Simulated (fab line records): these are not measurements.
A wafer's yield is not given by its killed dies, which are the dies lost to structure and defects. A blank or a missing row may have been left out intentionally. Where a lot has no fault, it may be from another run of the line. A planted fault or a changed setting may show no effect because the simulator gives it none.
fab line records || flow n5Finfet
[record] {"lots": 7, "wafers": 39}
route steps=1938 shown DUMMY_GATE@228 SD_EPI_N@267 HKMG_FIN@435 MOL_CONTACT_COAG@610 BEOL_M4@1111
startH: the number of hours between the record's first day and the start of the first shown wafer of the lot || waitH: hours elapsed since this lot's preceding step || " same as the row above || L1.1+2: a single row standing in for several wafers || - no value present, or no start provided || * or withheld: withheld || < > ~ a bound
route shown NAME@n: a module of which the file shows steps, and the number in the route of the first || usual: mean and standard deviation over wafers with no fault || same: alike in all rows || chamber/n: place in a boat || sites: the reading at each site || _std_site: the values' standard deviation || _edge_site: the outer-site mean with the inner-site mean subtracted || radiusMm: how far each site lies from the wafer's centre || mask NAME#n: copy n || behind: the last tool/chamber to shape the wafer || hold: why the lot was held/for how many hours/how that ended || device: transistor that didn't switch, given as n, p or np || end of line: tests of these same wafers at the route's end || a step given without rows: its recipe and nothing more || killed: at the first sort, the dies lost to defects and structure; wafer yield is something else || map: the dies of a wafer, with x for killed, . for not killed, _ for no die there
set.NAME: the run value of the setting; set.NAME@STEP: its run value at that earlier step || model.NAME: the simulator's own value behind a step, which no gauge read
lots whose settings were changed on purpose; a table a step, a row a wafer
[[steps]]
[step N5_DUMMY_GATE_EXPOSE_12]
[recipe] {"maskId": "GATE", "na": 0.33, "sourceShape": "annular", "sigmaInner": 0.2, "sigmaOuter": 0.6, "polarization": "unpolarized", "targetCdNm": 25, "doseMj": 34}
[step N5_DUMMY_GATE_ETCH_37]
[recipe] {"chemistry": "N2/H2", "target": "SOC", "targetDepthA": 600, "overetchA": 300, "tempC": 40, "ionEnergyEv": 200, "pressureMtorr": 30, "sourceW": 840, "biasW": 150, "n2FlowSccm": 200, "h2FlowSccm": 200}
[step N5_DUMMY_GATE_ETCH_42]
[recipe] {"chemistry": "CHF3/O2", "target": "SiO2", "targetDepthA": 35, "timeS": 31, "ionEnergyEv": 30, "biasW": 12, "pressureMtorr": 30, "sourceW": 600, "Ar_flow_sccm": 200, "CHF3_flow_sccm": 50, "O2_flow_sccm": 5}
[step N5_SD_EPI_N_EXPOSE_06]
[recipe] {"maskId": "SD_N_BLK", "na": 1.35, "sourceShape": "conventional", "sigmaOuter": 0.8, "polarization": "unpolarized", "targetCdNm": 120, "doseMj": 39.75}
[step N5_SD_EPI_N_EPI_21]
[recipe] {"material": "Si:P", "dopant": "P", "tempC": 680, "pressureTorr": 255, "timeS": 690}
[step N5_HKMG_FIN_ETCH_32]
[recipe] {"chemistry": "N2/H2", "target": "SOC", "targetDepthA": 2400, "tempC": 40, "timeS": 300, "ionEnergyEv": 200, "maskMaterial": "SiARC", "pressureMtorr": 30, "sourceW": 840, "biasW": 150, "n2FlowSccm": 200, "h2FlowSccm": 200}
[step N5_MOL_CONTACT_COAG_ETCH_67]
[recipe] {"chemistry": "N2/H2", "target": "SOC", "targetDepthA": 600, "overetchA": 210, "maskMaterial": "SiARC", "tempC": 40, "timeS": 101.2, "ionEnergyEv": 200, "pressureMtorr": 30, "sourceW": 840, "biasW": 150, "n2FlowSccm": 200, "h2FlowSccm": 200}
[step N5_BEOL_M4_RC_MEAS_101]
[usual] {"DIBL_P": "35.7/1.8", "RS_SD_N": "28.5/0.35"}
{"lot.wafer": "L078.1", "tool": "prober-02", "chamber": 0, "startH": 185.16, "waitH": 0.0, "set.doseMj@DUMMY_GATE_EXPOSE_12": 35.47, "set.sourceW@DUMMY_GATE_ETCH_37": 840, "set.biasW@DUMMY_GATE_ETCH_42": 12, "set.doseMj@SD_EPI_N_EXPOSE_06": 39.75, "set.epiGrowthTimeS@SD_EPI_N_EPI_21": 690, "set.h2FlowSccm@HKMG_FIN_ETCH_32": 213.1, "set.targetDepthA@MOL_CONTACT_COAG_ETCH_67": 600, "DIBL_P[mV/V]": 40.4, "RS_SD_N[ohm/sq]": 28.4}
{"lot.wafer": "L078.2", "tool": "prober-02", "chamber": 0, "startH": 185.16, "waitH": 0.0, "set.doseMj@DUMMY_GATE_EXPOSE_12": 35.47, "set.sourceW@DUMMY_GATE_ETCH_37": 840, "set.biasW@DUMMY_GATE_ETCH_42": 12, "set.doseMj@SD_EPI_N_EXPOSE_06": 39.75, "set.epiGrowthTimeS@SD_EPI_N_EPI_21": 690, "set.h2FlowSccm@HKMG_FIN_ETCH_32": 200, "set.targetDepthA@MOL_CONTACT_COAG_ETCH_67": 600, "DIBL_P[mV/V]": 38.7, "RS_SD_N[ohm/sq]": 28.5}
{"lot.wafer": "L078.3", "tool": "prober-02", "chamber": 0, "startH": 185.16, "waitH": 0.0, "set.doseMj@DUMMY_GATE_EXPOSE_12": 34, "set.sourceW@DUMMY_GATE_ETCH_37": 840, "set.biasW@DUMMY_GATE_ETCH_42": 12, "set.doseMj@SD_EPI_N_EXPOSE_06": 39.75, "set.epiGrowthTimeS@SD_EPI_N_EPI_21": 690, "set.h2FlowSccm@HKMG_FIN_ETCH_32": 213.1, "set.targetDepthA@MOL_CONTACT_COAG_ETCH_67": 600, "DIBL_P[mV/V]": 35.6, "RS_SD_N[ohm/sq]": 28.1}
{"lot.wafer": "L078.4", "tool": "prober-02", "chamber": 0, "startH": 185.16, "waitH": 0.0, "set.doseMj@DUMMY_GATE_EXPOSE_12": 34, "set.sourceW@DUMMY_GATE_ETCH_37": 840, "set.biasW@DUMMY_GATE_ETCH_42": 12, "set.doseMj@SD_EPI_N_EXPOSE_06": 39.75, "set.epiGrowthTimeS@SD_EPI_N_EPI_21": 690, "set.h2FlowSccm@HKMG_FIN_ETCH_32": 213.1, "set.targetDepthA@MOL_CONTACT_COAG_ETCH_67": 600, "DIBL_P[mV/V]": 38.7, "RS_SD_N[ohm/sq]": 28.3}
{"lot.wafer": "L078.5", "tool": "prober-02", "chamber": 0, "startH": 185.16, "waitH": 0.0, "set.doseMj@DUMMY_GATE_EXPOSE_12": 34, "set.sourceW@DUMMY_GATE_ETCH_37": 840, "set.biasW@DUMMY_GATE_ETCH_42": 12, "set.doseMj@SD_EPI_N_EXPOSE_06": 39.75, "set.epiGrowthTimeS@SD_EPI_N_EPI_21": 690, "set.h2FlowSccm@HKMG_FIN_ETCH_32": 200, "set.targetDepthA@MOL_CONTACT_COAG_ETCH_67": 600, "DIBL_P[mV/V]": 37.2, "RS_SD_N[ohm/sq]": 28.4}
{"lot.wafer": "L078.6", "tool": "prober-02", "chamber": 0, "startH": 185.16, "waitH": 0.0, "set.doseMj@DUMMY_GATE_EXPOSE_12": 35.47, "set.sourceW@DUMMY_GATE_ETCH_37": 840, "set.biasW@DUMMY_GATE_ETCH_42": 12, "set.doseMj@SD_EPI_N_EXPOSE_06": 39.75, "set.epiGrowthTimeS@SD_EPI_N_EPI_21": 690, "set.h2FlowSccm@HKMG_FIN_ETCH_32": 200, "set.targetDepthA@MOL_CONTACT_COAG_ETCH_67": 600, "DIBL_P[mV/V]": 39.4, "RS_SD_N[ohm/sq]": 28.2}
{"lot.wafer": "L080.1", "tool": "prober-02", "chamber": 0, "startH": 198.77, "waitH": 0.0, "set.doseMj@DUMMY_GATE_EXPOSE_12": 34, "set.sourceW@DUMMY_GATE_ETCH_37": 721.9, "set.biasW@DUMMY_GATE_ETCH_42": 12, "set.doseMj@SD_EPI_N_EXPOSE_06": 36.83, "set.epiGrowthTimeS@SD_EPI_N_EPI_21": 744.1, "set.h2FlowSccm@HKMG_FIN_ETCH_32": 200, "set.targetDepthA@MOL_CONTACT_COAG_ETCH_67": 600, "DIBL_P[mV/V]": 37.0, "RS_SD_N[ohm/sq]": 27.7}
{"lot.wafer": "L080.2", "tool": "prober-02", "chamber": 0, "startH": 198.77, "waitH": 0.0, "set.doseMj@DUMMY_GATE_EXPOSE_12": 34, "set.sourceW@DUMMY_GATE_ETCH_37": 840, "set.biasW@DUMMY_GATE_ETCH_42": 13.66, "set.doseMj@SD_EPI_N_EXPOSE_06": 36.83, "set.epiGrowthTimeS@SD_EPI_N_EPI_21": 744.1, "set.h2FlowSccm@HKMG_FIN_ETCH_32": 206.1, "set.targetDepthA@MOL_CONTACT_COAG_ETCH_67": 552.8, "DIBL_P[mV/V]": 36.8, "RS_SD_N[ohm/sq]": 26.6}
{"lot.wafer": "L080.3", "tool": "prober-02", "chamber": 0, "startH": 198.77, "waitH": 0.0, "set.doseMj@DUMMY_GATE_EXPOSE_12": 34, "set.sourceW@DUMMY_GATE_ETCH_37": 840, "set.biasW@DUMMY_GATE_ETCH_42": 12, "set.doseMj@SD_EPI_N_EXPOSE_06": 39.75, "set.epiGrowthTimeS@SD_EPI_N_EPI_21": 690, "set.h2FlowSccm@HKMG_FIN_ETCH_32": 206.1, "set.targetDepthA@MOL_CONTACT_COAG_ETCH_67": 552.8, "DIBL_P[mV/V]": 36.8, "RS_SD_N[ohm/sq]": 28.4}
{"lot.wafer": "L080.4", "tool": "prober-02", "chamber": 0, "startH": 198.77, "waitH": 0.0, "set.doseMj@DUMMY_GATE_EXPOSE_12": 34, "set.sourceW@DUMMY_GATE_ETCH_37": 721.9, "set.biasW@DUMMY_GATE_ETCH_42": 13.66, "set.doseMj@SD_EPI_N_EXPOSE_06": 39.75, "set.epiGrowthTimeS@SD_EPI_N_EPI_21": 744.1, "set.h2FlowSccm@HKMG_FIN_ETCH_32": 206.1, "set.targetDepthA@MOL_CONTACT_COAG_ETCH_67": 600, "DIBL_P[mV/V]": 37.1, "RS_SD_N[ohm/sq]": 26.9}
{"lot.wafer": "L080.5", "tool": "prober-02", "chamber": 0, "startH": 198.77, "waitH": 0.0, "set.doseMj@DUMMY_GATE_EXPOSE_12": 34, "set.sourceW@DUMMY_GATE_ETCH_37": 840, "set.biasW@DUMMY_GATE_ETCH_42": 13.66, "set.doseMj@SD_EPI_N_EXPOSE_06": 36.83, "set.epiGrowthTimeS@SD_EPI_N_EPI_21": 690, "set.h2FlowSccm@HKMG_FIN_ETCH_32": 200, "set.targetDepthA@MOL_CONTACT_COAG_ETCH_67": 552.8, "DIBL_P[mV/V]": 37.3, "RS_SD_N[ohm/sq]": 28.5}
{"lot.wafer": "L080.6", "tool": "prober-02", "chamber": 0, "startH": 198.77, "waitH": 0.0, "set.doseMj@DUMMY_GATE_EXPOSE_12": 34, "set.sourceW@DUMMY_GATE_ETCH_37": 721.9, "set.biasW@DUMMY_GATE_ETCH_42": 12, "set.doseMj@SD_EPI_N_EXPOSE_06": 39.75, "set.epiGrowthTimeS@SD_EPI_N_EPI_21": 690, "set.h2FlowSccm@HKMG_FIN_ETCH_32": 200, "set.targetDepthA@MOL_CONTACT_COAG_ETCH_67": 600, "DIBL_P[mV/V]": 35.5, "RS_SD_N[ohm/sq]": 28.3}
{"lot.wafer": "L085.1", "tool": "prober-02", "chamber": 0, "startH": 233.33, "waitH": 0.0, "set.doseMj@DUMMY_GATE_EXPOSE_12": 35.12, "set.sourceW@DUMMY_GATE_ETCH_37": 840, "set.biasW@DUMMY_GATE_ETCH_42": 12, "set.doseMj@SD_EPI_N_EXPOSE_06": 39.75, "set.epiGrowthTimeS@SD_EPI_N_EPI_21": 647.6, "set.h2FlowSccm@HKMG_FIN_ETCH_32": 200, "set.targetDepthA@MOL_CONTACT_COAG_ETCH_67": 600, "DIBL_P[mV/V]": 37.3, "RS_SD_N[ohm/sq]": 29.3}
{"lot.wafer": "L085.2", "tool": "prober-02", "chamber": 0, "startH": 233.33, "waitH": 0.0, "set.doseMj@DUMMY_GATE_EXPOSE_12": 35.12, "set.sourceW@DUMMY_GATE_ETCH_37": 729.8, "set.biasW@DUMMY_GATE_ETCH_42": 12, "set.doseMj@SD_EPI_N_EXPOSE_06": 39.75, "set.epiGrowthTimeS@SD_EPI_N_EPI_21": 690, "set.h2FlowSccm@HKMG_FIN_ETCH_32": 190.5, "set.targetDepthA@MOL_CONTACT_COAG_ETCH_67": 600, "DIBL_P[mV/V]": 37.2, "RS_SD_N[ohm/sq]": 28.2}
{"lot.wafer": "L085.3", "tool": "prober-02", "chamber": 0, "startH": 233.33, "waitH": 0.0, "set.doseMj@DUMMY_GATE_EXPOSE_12": 35.12, "set.sourceW@DUMMY_GATE_ETCH_37": 729.8, "set.biasW@DUMMY_GATE_ETCH_42": 13.73, "set.doseMj@SD_EPI_N_EXPOSE_06": 42.41, "set.epiGrowthTimeS@SD_EPI_N_EPI_21": 647.6, "set.h2FlowSccm@HKMG_FIN_ETCH_32": 200, "set.targetDepthA@MOL_CONTACT_COAG_ETCH_67": 600, "DIBL_P[mV/V]": 37.1, "RS_SD_N[ohm/sq]": 29.4}
{"lot.wafer": "L085.4", "tool": "prober-02", "chamber": 0, "startH": 233.33, "waitH": 0.0, "set.doseMj@DUMMY_GATE_EXPOSE_12": 34, "set.sourceW@DUMMY_GATE_ETCH_37": 840, "set.biasW@DUMMY_GATE_ETCH_42": 13.73, "set.doseMj@SD_EPI_N_EXPOSE_06": 42.41, "set.epiGrowthTimeS@SD_EPI_N_EPI_21": 690, "set.h2FlowSccm@HKMG_FIN_ETCH_32": 190.5, "set.targetDepthA@MOL_CONTACT_COAG_ETCH_67": 600, "DIBL_P[mV/V]": 35.4, "RS_SD_N[ohm/sq]": 28.4}
{"lot.wafer": "L085.5", "tool": "prober-02", "chamber": 0, "startH": 233.33, "waitH": 0.0, "set.doseMj@DUMMY_GATE_EXPOSE_12": 34, "set.sourceW@DUMMY_GATE_ETCH_37": 840, "set.biasW@DUMMY_GATE_ETCH_42": 13.73, "set.doseMj@SD_EPI_N_EXPOSE_06": 39.75, "set.epiGrowthTimeS@SD_EPI_N_EPI_21": 647.6, "set.h2FlowSccm@HKMG_FIN_ETCH_32": 190.5, "set.targetDepthA@MOL_CONTACT_COAG_ETCH_67": 600, "DIBL_P[mV/V]": 35.2, "RS_SD_N[ohm/sq]": 29.4}
{"lot.wafer": "L085.6", "tool": "prober-02", "chamber": 0, "startH": 233.33, "waitH": 0.0, "set.doseMj@DUMMY_GATE_EXPOSE_12": 34, "set.sourceW@DUMMY_GATE_ETCH_37": 729.8, "set.biasW@DUMMY_GATE_ETCH_42": 12, "set.doseMj@SD_EPI_N_EXPOSE_06": 42.41, "set.epiGrowthTimeS@SD_EPI_N_EPI_21": 690, "set.h2FlowSccm@HKMG_FIN_ETCH_32": 200, "set.targetDepthA@MOL_CONTACT_COAG_ETCH_67": 600, "DIBL_P[mV/V]": 36.4, "RS_SD_N[ohm/sq]": 28.1}
{"lot.wafer": "L086.1", "tool": "prober-01", "chamber": 0, "startH": 237.41, "waitH": 0.0, "set.doseMj@DUMMY_GATE_EXPOSE_12": 34, "set.sourceW@DUMMY_GATE_ETCH_37": 840, "set.biasW@DUMMY_GATE_ETCH_42": 9.923, "set.doseMj@SD_EPI_N_EXPOSE_06": 39.75, "set.epiGrowthTimeS@SD_EPI_N_EPI_21": 736.2, "set.h2FlowSccm@HKMG_FIN_ETCH_32": 200, "set.targetDepthA@MOL_CONTACT_COAG_ETCH_67": 600, "DIBL_P[mV/V]": 37.3, "RS_SD_N[ohm/sq]": 28.1}
{"lot.wafer": "L086.2", "tool": "prober-01", "chamber": 0, "startH": 237.41, "waitH": 0.0, "set.doseMj@DUMMY_GATE_EXPOSE_12": 34, "set.sourceW@DUMMY_GATE_ETCH_37": 840, "set.biasW@DUMMY_GATE_ETCH_42": 12, "set.doseMj@SD_EPI_N_EXPOSE_06": 40.85, "set.epiGrowthTimeS@SD_EPI_N_EPI_21": 690, "set.h2FlowSccm@HKMG_FIN_ETCH_32": 200, "set.targetDepthA@MOL_CONTACT_COAG_ETCH_67": 600, "DIBL_P[mV/V]": 36.7, "RS_SD_N[ohm/sq]": 28.3}
{"lot.wafer": "L086.3", "tool": "prober-01", "chamber": 0, "startH": 237.41, "waitH": 0.0, "set.doseMj@DUMMY_GATE_EXPOSE_12": 34, "set.sourceW@DUMMY_GATE_ETCH_37": 840, "set.biasW@DUMMY_GATE_ETCH_42": 12, "set.doseMj@SD_EPI_N_EXPOSE_06": 39.75, "set.epiGrowthTimeS@SD_EPI_N_EPI_21": 690, "set.h2FlowSccm@HKMG_FIN_ETCH_32": 200, "set.targetDepthA@MOL_CONTACT_COAG_ETCH_67": 600, "DIBL_P[mV/V]": 34.5, "RS_SD_N[ohm/sq]": 29.3}
{"lot.wafer": "L086.4", "tool": "prober-01", "chamber": 0, "startH": 237.41, "waitH": 0.0, "set.doseMj@DUMMY_GATE_EXPOSE_12": 34, "set.sourceW@DUMMY_GATE_ETCH_37": 840, "set.biasW@DUMMY_GATE_ETCH_42": 9.923, "set.doseMj@SD_EPI_N_EXPOSE_06": 39.75, "set.epiGrowthTimeS@SD_EPI_N_EPI_21": 690, "set.h2FlowSccm@HKMG_FIN_ETCH_32": 189.3, "set.targetDepthA@MOL_CONTACT_COAG_ETCH_67": 600, "DIBL_P[mV/V]": 37.7, "RS_SD_N[ohm/sq]": 28.9}
{"lot.wafer": "L086.5", "tool": "prober-01", "chamber": 0, "startH": 237.41, "waitH": 0.0, "set.doseMj@DUMMY_GATE_EXPOSE_12": 34, "set.sourceW@DUMMY_GATE_ETCH_37": 840, "set.biasW@DUMMY_GATE_ETCH_42": 12, "set.doseMj@SD_EPI_N_EXPOSE_06": 40.85, "set.epiGrowthTimeS@SD_EPI_N_EPI_21": 736.2, "set.h2FlowSccm@HKMG_FIN_ETCH_32": 189.3, "set.targetDepthA@MOL_CONTACT_COAG_ETCH_67": 600, "DIBL_P[mV/V]": 31.8, "RS_SD_N[ohm/sq]": 27.9}
{"lot.wafer": "L086.6", "tool": "prober-01", "chamber": 0, "startH": 237.41, "waitH": 0.0, "set.doseMj@DUMMY_GATE_EXPOSE_12": 34, "set.sourceW@DUMMY_GATE_ETCH_37": 840, "set.biasW@DUMMY_GATE_ETCH_42": 9.923, "set.doseMj@SD_EPI_N_EXPOSE_06": 40.85, "set.epiGrowthTimeS@SD_EPI_N_EPI_21": 736.2, "set.h2FlowSccm@HKMG_FIN_ETCH_32": 189.3, "set.targetDepthA@MOL_CONTACT_COAG_ETCH_67": 600, "DIBL_P[mV/V]": 39.0, "RS_SD_N[ohm/sq]": 27.3}
{"lot.wafer": "L088.2", "tool": "prober-02", "chamber": 0, "startH": 252.58, "waitH": 0.2, "set.doseMj@DUMMY_GATE_EXPOSE_12": 34, "set.sourceW@DUMMY_GATE_ETCH_37": 840, "set.biasW@DUMMY_GATE_ETCH_42": 12, "set.doseMj@SD_EPI_N_EXPOSE_06": 39.75, "set.epiGrowthTimeS@SD_EPI_N_EPI_21": 690, "set.h2FlowSccm@HKMG_FIN_ETCH_32": 200, "set.targetDepthA@MOL_CONTACT_COAG_ETCH_67": 600, "DIBL_P[mV/V]": 32.8, "RS_SD_N[ohm/sq]": 28.5}
{"lot.wafer": "L088.3", "tool": "prober-02", "chamber": 0, "startH": 252.58, "waitH": 0.2, "set.doseMj@DUMMY_GATE_EXPOSE_12": 34, "set.sourceW@DUMMY_GATE_ETCH_37": 840, "set.biasW@DUMMY_GATE_ETCH_42": 12, "set.doseMj@SD_EPI_N_EXPOSE_06": 39.75, "set.epiGrowthTimeS@SD_EPI_N_EPI_21": 690, "set.h2FlowSccm@HKMG_FIN_ETCH_32": 200, "set.targetDepthA@MOL_CONTACT_COAG_ETCH_67": 600, "DIBL_P[mV/V]": 32.2, "RS_SD_N[ohm/sq]": 28.9}
{"lot.wafer": "L088.5", "tool": "prober-02", "chamber": 0, "startH": 252.58, "waitH": 0.2, "set.doseMj@DUMMY_GATE_EXPOSE_12": 34, "set.sourceW@DUMMY_GATE_ETCH_37": 840, "set.biasW@DUMMY_GATE_ETCH_42": 12, "set.doseMj@SD_EPI_N_EXPOSE_06": 39.75, "set.epiGrowthTimeS@SD_EPI_N_EPI_21": 690, "set.h2FlowSccm@HKMG_FIN_ETCH_32": 200, "set.targetDepthA@MOL_CONTACT_COAG_ETCH_67": 600, "DIBL_P[mV/V]": 35.1, "RS_SD_N[ohm/sq]": 28.6}
{"lot.wafer": "L091.1", "tool": "prober-02", "chamber": 0, "startH": 276.55, "waitH": 0.0, "set.doseMj@DUMMY_GATE_EXPOSE_12": 34, "set.sourceW@DUMMY_GATE_ETCH_37": 891.5, "set.biasW@DUMMY_GATE_ETCH_42": 12, "set.doseMj@SD_EPI_N_EXPOSE_06": 39.75, "set.epiGrowthTimeS@SD_EPI_N_EPI_21": 641.7, "set.h2FlowSccm@HKMG_FIN_ETCH_32": 200, "set.targetDepthA@MOL_CONTACT_COAG_ETCH_67": 536.5, "DIBL_P[mV/V]": 36.5, "RS_SD_N[ohm/sq]": 30.0}
{"lot.wafer": "L091.2", "tool": "prober-02", "chamber": 0, "startH": 276.55, "waitH": 0.0, "set.doseMj@DUMMY_GATE_EXPOSE_12": 34, "set.sourceW@DUMMY_GATE_ETCH_37": 840, "set.biasW@DUMMY_GATE_ETCH_42": 11.31, "set.doseMj@SD_EPI_N_EXPOSE_06": 40.56, "set.epiGrowthTimeS@SD_EPI_N_EPI_21": 641.7, "set.h2FlowSccm@HKMG_FIN_ETCH_32": 200, "set.targetDepthA@MOL_CONTACT_COAG_ETCH_67": 600, "DIBL_P[mV/V]": 38.5, "RS_SD_N[ohm/sq]": 29.3}
{"lot.wafer": "L091.3", "tool": "prober-02", "chamber": 0, "startH": 276.55, "waitH": 0.0, "set.doseMj@DUMMY_GATE_EXPOSE_12": 34, "set.sourceW@DUMMY_GATE_ETCH_37": 891.5, "set.biasW@DUMMY_GATE_ETCH_42": 11.31, "set.doseMj@SD_EPI_N_EXPOSE_06": 40.56, "set.epiGrowthTimeS@SD_EPI_N_EPI_21": 690, "set.h2FlowSccm@HKMG_FIN_ETCH_32": 200, "set.targetDepthA@MOL_CONTACT_COAG_ETCH_67": 600, "DIBL_P[mV/V]": 42.6, "RS_SD_N[ohm/sq]": 28.1}
{"lot.wafer": "L091.4", "tool": "prober-02", "chamber": 0, "startH": 276.55, "waitH": 0.0, "set.doseMj@DUMMY_GATE_EXPOSE_12": 34, "set.sourceW@DUMMY_GATE_ETCH_37": 840, "set.biasW@DUMMY_GATE_ETCH_42": 12, "set.doseMj@SD_EPI_N_EXPOSE_06": 39.75, "set.epiGrowthTimeS@SD_EPI_N_EPI_21": 641.7, "set.h2FlowSccm@HKMG_FIN_ETCH_32": 200, "set.targetDepthA@MOL_CONTACT_COAG_ETCH_67": 600, "DIBL_P[mV/V]": 36.5, "RS_SD_N[ohm/sq]": 29.5}
{"lot.wafer": "L091.5", "tool": "prober-02", "chamber": 0, "startH": 276.55, "waitH": 0.0, "set.doseMj@DUMMY_GATE_EXPOSE_12": 34, "set.sourceW@DUMMY_GATE_ETCH_37": 891.5, "set.biasW@DUMMY_GATE_ETCH_42": 11.31, "set.doseMj@SD_EPI_N_EXPOSE_06": 39.75, "set.epiGrowthTimeS@SD_EPI_N_EPI_21": 690, "set.h2FlowSccm@HKMG_FIN_ETCH_32": 200, "set.targetDepthA@MOL_CONTACT_COAG_ETCH_67": 536.5, "DIBL_P[mV/V]": 35.7, "RS_SD_N[ohm/sq]": 28.4}
{"lot.wafer": "L091.6", "tool": "prober-02", "chamber": 0, "startH": 276.55, "waitH": 0.0, "set.doseMj@DUMMY_GATE_EXPOSE_12": 34, "set.sourceW@DUMMY_GATE_ETCH_37": 840, "set.biasW@DUMMY_GATE_ETCH_42": 12, "set.doseMj@SD_EPI_N_EXPOSE_06": 40.56, "set.epiGrowthTimeS@SD_EPI_N_EPI_21": 690, "set.h2FlowSccm@HKMG_FIN_ETCH_32": 200, "set.targetDepthA@MOL_CONTACT_COAG_ETCH_67": 536.5, "DIBL_P[mV/V]": 36.2, "RS_SD_N[ohm/sq]": 28.4}
{"lot.wafer": "L093.1", "tool": "prober-02", "chamber": 0, "startH": 282.78, "waitH": 0.0, "set.doseMj@DUMMY_GATE_EXPOSE_12": 34, "set.sourceW@DUMMY_GATE_ETCH_37": 909.3, "set.biasW@DUMMY_GATE_ETCH_42": 12, "set.doseMj@SD_EPI_N_EXPOSE_06": 39.75, "set.epiGrowthTimeS@SD_EPI_N_EPI_21": 690, "set.h2FlowSccm@HKMG_FIN_ETCH_32": 215.7, "set.targetDepthA@MOL_CONTACT_COAG_ETCH_67": 655.2, "DIBL_P[mV/V]": 36.1, "RS_SD_N[ohm/sq]": 28.6}
{"lot.wafer": "L093.2", "tool": "prober-02", "chamber": 0, "startH": 282.78, "waitH": 0.0, "set.doseMj@DUMMY_GATE_EXPOSE_12": 34, "set.sourceW@DUMMY_GATE_ETCH_37": 840, "set.biasW@DUMMY_GATE_ETCH_42": 12, "set.doseMj@SD_EPI_N_EXPOSE_06": 39.75, "set.epiGrowthTimeS@SD_EPI_N_EPI_21": 690, "set.h2FlowSccm@HKMG_FIN_ETCH_32": 200, "set.targetDepthA@MOL_CONTACT_COAG_ETCH_67": 600, "DIBL_P[mV/V]": 34.8, "RS_SD_N[ohm/sq]": 28.8}
{"lot.wafer": "L093.3", "tool": "prober-02", "chamber": 0, "startH": 282.78, "waitH": 0.0, "set.doseMj@DUMMY_GATE_EXPOSE_12": 31.82, "set.sourceW@DUMMY_GATE_ETCH_37": 840, "set.biasW@DUMMY_GATE_ETCH_42": 12, "set.doseMj@SD_EPI_N_EXPOSE_06": 39.75, "set.epiGrowthTimeS@SD_EPI_N_EPI_21": 690, "set.h2FlowSccm@HKMG_FIN_ETCH_32": 215.7, "set.targetDepthA@MOL_CONTACT_COAG_ETCH_67": 655.2, "DIBL_P[mV/V]": 29.6, "RS_SD_N[ohm/sq]": 29.0}
{"lot.wafer": "L093.4", "tool": "prober-02", "chamber": 0, "startH": 282.78, "waitH": 0.0, "set.doseMj@DUMMY_GATE_EXPOSE_12": 31.82, "set.sourceW@DUMMY_GATE_ETCH_37": 909.3, "set.biasW@DUMMY_GATE_ETCH_42": 12, "set.doseMj@SD_EPI_N_EXPOSE_06": 37.59, "set.epiGrowthTimeS@SD_EPI_N_EPI_21": 690, "set.h2FlowSccm@HKMG_FIN_ETCH_32": 200, "set.targetDepthA@MOL_CONTACT_COAG_ETCH_67": 600, "DIBL_P[mV/V]": 27.5, "RS_SD_N[ohm/sq]": 28.7}
{"lot.wafer": "L093.5", "tool": "prober-02", "chamber": 0, "startH": 282.78, "waitH": 0.0, "set.doseMj@DUMMY_GATE_EXPOSE_12": 31.82, "set.sourceW@DUMMY_GATE_ETCH_37": 840, "set.biasW@DUMMY_GATE_ETCH_42": 12, "set.doseMj@SD_EPI_N_EXPOSE_06": 37.59, "set.epiGrowthTimeS@SD_EPI_N_EPI_21": 690, "set.h2FlowSccm@HKMG_FIN_ETCH_32": 200, "set.targetDepthA@MOL_CONTACT_COAG_ETCH_67": 655.2, "DIBL_P[mV/V]": 27.4, "RS_SD_N[ohm/sq]": 28.7}
{"lot.wafer": "L093.6", "tool": "prober-02", "chamber": 0, "startH": 282.78, "waitH": 0.0, "set.doseMj@DUMMY_GATE_EXPOSE_12": 34, "set.sourceW@DUMMY_GATE_ETCH_37": 909.3, "set.biasW@DUMMY_GATE_ETCH_42": 12, "set.doseMj@SD_EPI_N_EXPOSE_06": 37.59, "set.epiGrowthTimeS@SD_EPI_N_EPI_21": 690, "set.h2FlowSccm@HKMG_FIN_ETCH_32": 215.7, "set.targetDepthA@MOL_CONTACT_COAG_ETCH_67": 600, "DIBL_P[mV/V]": 34.9, "RS_SD_N[ohm/sq]": 28.5}
[[key]]
[split] {"step": "N5_DUMMY_GATE_EXPOSE_12", "setting": "doseMj", "statedAs": 34}
[response] {"step": "N5_BEOL_M4_RC_MEAS_101", "reading": "DIBL_P", "slope": "+0.859", "per": "1%", "togetherWith": "all", "explained": 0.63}
[split] {"step": "N5_DUMMY_GATE_ETCH_37", "setting": "sourceW", "statedAs": 840}
response none clear
[split] {"step": "N5_DUMMY_GATE_ETCH_42", "setting": "biasW", "statedAs": 12}
response none clear
[split] {"step": "N5_SD_EPI_N_EXPOSE_06", "setting": "doseMj", "statedAs": 39.75}
response none clear
[split] {"step": "N5_SD_EPI_N_EPI_21", "setting": "epiGrowthTimeS", "statedAs": 690}
[response] {"step": "N5_BEOL_M4_RC_MEAS_101", "reading": "RS_SD_N", "slope": -0.18, "per": "1%", "togetherWith": "all", "explained": 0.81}
[split] {"step": "N5_HKMG_FIN_ETCH_32", "setting": "h2FlowSccm", "statedAs": 200}
response none clear
[split] {"step": "N5_MOL_CONTACT_COAG_ETCH_67", "setting": "targetDepthA", "statedAs": 600}
response none clear
